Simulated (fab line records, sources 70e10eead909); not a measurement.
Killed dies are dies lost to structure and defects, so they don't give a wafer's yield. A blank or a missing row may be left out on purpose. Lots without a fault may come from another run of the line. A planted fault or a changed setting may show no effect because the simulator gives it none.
Problem report in the 8D (eight disciplines) form, filled by code | flow nand_harc | the parts of the form that need people (team, actions taken, sign-off) are left out

1. THE PROBLEM
exposure_dose_mJ_cm2 at NHARC_A_STAIRCASE_EXPOSE_214 reads a mean of 37.362 on 6 wafers of 2 lots; wafers without a fault read 31.260 with a standard deviation of 0.029. That is +99 or more standard deviations from the usual mean.
The step: exposes mask STAIR 3.
First seen on wafer L521.1, day 23 01:49, on krf_scanner-01. The record holds 39 wafers of 13 lots with a number at this step. Rule for "out", or "out of limits": more than 4 standard deviations from the usual mean. The other wafers with a number count as sound.

2. WHAT IT IS AND WHAT IT IS NOT
question                    | is                     | is not
which readings at this step | exposure_dose_mJ_cm2   | -
which lots                  | L521, L523             | L505, L506, L507, L508, L510, L512, L513, L514, L525, L526, L527
which wafers of those lots  | all that have a number | -
read on which tools         | krf_scanner-01         | krf_scanner-03, krf_scanner-04
when                        | from day 23 01:49      | up to then (24 sound wafers); but 9 sound wafers of L525, L526, L527 came after

3. SUSPECTS, AND WHAT RULES EACH OUT
Counting: a tool at a process step up to the reading stays a suspect if it ran every lot that is out and no sound lot after the first of them.
- rie_diel-10 at NHARC_A_STAIRCASE_ETCH_190 (etches the open film in C4F8/O2, target depth 100 nm, time 40.5 s): ruled out as a lasting fault. Sound lots L526, L525 ran on it after its first lot that is out, L521 (day 23 01:49). NHARC_A_STAIRCASE_ETCH_190 gives no start for some lots, so the hours and the order of its lots are those of NHARC_A_STAIRCASE_EXPOSE_214.
- rie_diel-10 at NHARC_A_STAIRCASE_ETCH_192 (etches the open film in C4F8/O2, target depth 100 nm, time 40.5 s): ruled out as a lasting fault. Sound lots L526, L525 ran on it after its first lot that is out, L521 (day 23 01:49). NHARC_A_STAIRCASE_ETCH_192 gives no start for some lots, so the hours and the order of its lots are those of NHARC_A_STAIRCASE_EXPOSE_214.
- rie_diel-10 at NHARC_A_STAIRCASE_ETCH_194 (etches the open film in C4F8/O2, target depth 100 nm, time 40.5 s): ruled out as a lasting fault. Sound lots L526, L525 ran on it after its first lot that is out, L521 (day 23 01:49). NHARC_A_STAIRCASE_ETCH_194 gives no start for some lots, so the hours and the order of its lots are those of NHARC_A_STAIRCASE_EXPOSE_214.
- krf_scanner-01 at NHARC_A_STAIRCASE_EXPOSE_214 (exposes mask STAIR 3): kept. It ran every lot that is out, first L521 (day 23 01:49), and no sound lot after that; its last sound lot up to then is L513 (day 19 18:54). Its own readings are out on those wafers: exposure_dose_mJ_cm2.
Left after counting: krf_scanner-01 at NHARC_A_STAIRCASE_EXPOSE_214.

4. THE CAUSE (what the simulator had put in)
Process parameter drift: krf_scanner-01, from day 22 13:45 on, at NHARC_A_STAIRCASE_EXPOSE_214. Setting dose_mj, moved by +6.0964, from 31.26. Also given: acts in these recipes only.
Counting left only this tool.

5. THE CHAIN OF EFFECTS, in route order
Each row: a reading whose mean over the struck wafers that have a number lies more than 3 standard deviations from the usual. Only readings for which the record gives a usual standard deviation are gone through. hours: the time from each lot's start at the first step in this table that gives one to its start at this step, as a median over the lots. sigmas: the change in usual standard deviations.
hours | step                         | reading              | usual  | on struck wafers | change | sigmas
0     | NHARC_A_STAIRCASE_EXPOSE_214 | exposure_dose_mJ_cm2 | 31.260 | 37.362           | +6.102 | +99 or more
The process steps in it:
- NHARC_A_STAIRCASE_EXPOSE_214: exposes mask STAIR 3.

6. WHAT WOULD HAVE CAUGHT IT SOONER
In this record the first reading out of limits was taken at day 23 01:49, 12 hours after the fault began at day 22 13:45.
